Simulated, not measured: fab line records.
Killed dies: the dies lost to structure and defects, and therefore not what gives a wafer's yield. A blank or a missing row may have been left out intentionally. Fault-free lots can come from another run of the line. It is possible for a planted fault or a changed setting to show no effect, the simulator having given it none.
Split-lot study ; flow n5_finfet ; route with 1938 steps; 7 lots, 21 wafers read

## ABOUT THE SPLIT
At N5_FIN_SAQP_ALD_61 (deposits SiO2, target thk 4 nm, pulse time 1 s, purge time 2 s), the setting temp_c was moved away from the recipe's 300 C on 7 of the 21 wafers read, by +1.7% to +4.2%. For the rest of the wafers, this setting stayed at what the recipe calls for.

The reading is taken at the split's own step.

## THE READING
SiO2_of_FIN_SAQP_ALD_61.thk_nm (the simulator's own value, which no gauge read), in nm, at N5_FIN_SAQP_ALD_61 (deposits SiO2, target thk 4 nm, pulse time 1 s, purge time 2 s). No usual value for it is given in the file. The 14 wafers here that ran the recipe average 4.000 nm, standard deviation 0.015 nm.

wafer;tool, chamber at the split;temp_c as run, C;against the recipe;SiO2_of_FIN_SAQP_ALD_61.thk_nm, nm;against lot-mates on the recipe
L074.3;ald_sin-03, 3,1;300;recipe;3.993;-
L074.4;ald_sin-03, 3,1;300;recipe;3.993;-
L074.5;ald_sin-03, 2;300;recipe;3.994;-
L075.1;ald_sin-01, 1;300;recipe;4.007;-
L075.2;ald_sin-01, 0;300;recipe;3.971;-
L075.3;ald_sin-01, 3;300;recipe;4.008;-
L082.2;ald_sin-01, 3;300;recipe;4.009;-
L082.4;ald_sin-01, 2;312.7;+4.2%;3.914;-0.095
L082.6;ald_sin-01, 0;312.7;+4.2%;3.925;-0.084
L089.1;ald_sin-02, 0;305.1;+1.7%;3.984;-0.020
L089.3;ald_sin-02, 1;305.1;+1.7%;3.986;-0.018
L089.4;ald_sin-02, 2;300;recipe;4.004;-
L093.3;ald_sin-01, 2;312.6;+4.2%;3.934;-0.083
L093.4;ald_sin-01, 1;300;recipe;4.017;-
L093.6;ald_sin-01, 0;300;recipe;4.018;-
L094.2;ald_sin-03, 0;300;recipe;4.021;-
L094.3;ald_sin-03, 2;312.7;+4.2%;3.943;-0.078
L094.4;ald_sin-03, 1;312.7;+4.2%;3.941;-0.080
L096.2;ald_sin-02, 2,1;300;recipe;3.98;-
L096.5;ald_sin-02, 2,1;300;recipe;3.98;-
L096.4;ald_sin-02, 3;300;recipe;4.01;-
Where a row lists several chambers, the file gives one row for several wafers and doesn't say which wafer went through which chamber.

THE FIT
A straight line over all 21 wafers: SiO2_of_FIN_SAQP_ALD_61.thk_nm changes by -0.0161 nm for each +1% of temp_c; r = -0.90; the points scatter about the line by 0.014 nm.
The same after taking each lot's own level away (the mean of its wafers on the recipe; 21 wafers): -0.0197 nm for each +1%; r = -0.96; scatter 0.01 nm.
The reading moves by 0.083 nm for the largest change in temp_c, on that fit.
The span of the lots' own levels, 3.9900 to 4.0210 nm, comes to 2.1 times the standard deviation stated above.
So the slope is not independent of the lot-to-lot level: the two fits are not the same.
Check: for one of the wafers moved furthest among these (+4.2%), held out of the fit, the line's prediction against its lot-mates is -0.0791 nm. Against them it came out at -0.095 nm.

## THE OTHER SPLITS THESE WAFERS WENT THROUGH
These wafers also went through other splits before the reading. Each is held against what the fit with the lots' levels taken away leaves over:
other split on the same wafers;wafers away from the commonest value;r with SiO2_of_FIN_SAQP_ALD_61.thk_nm (lot level and that fit taken away)
N5_ZERO_LAYER_COAT_05 spin_rpm;9;-0.11
N5_ZERO_LAYER_DEVELOP_10 develop_time_s;7;-0.13

## THE FILE'S OWN FIT
SiO2_of_FIN_SAQP_ALD_61.thk_nm changes by -0.0194 nm for each +1% of temp_c, r = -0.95.
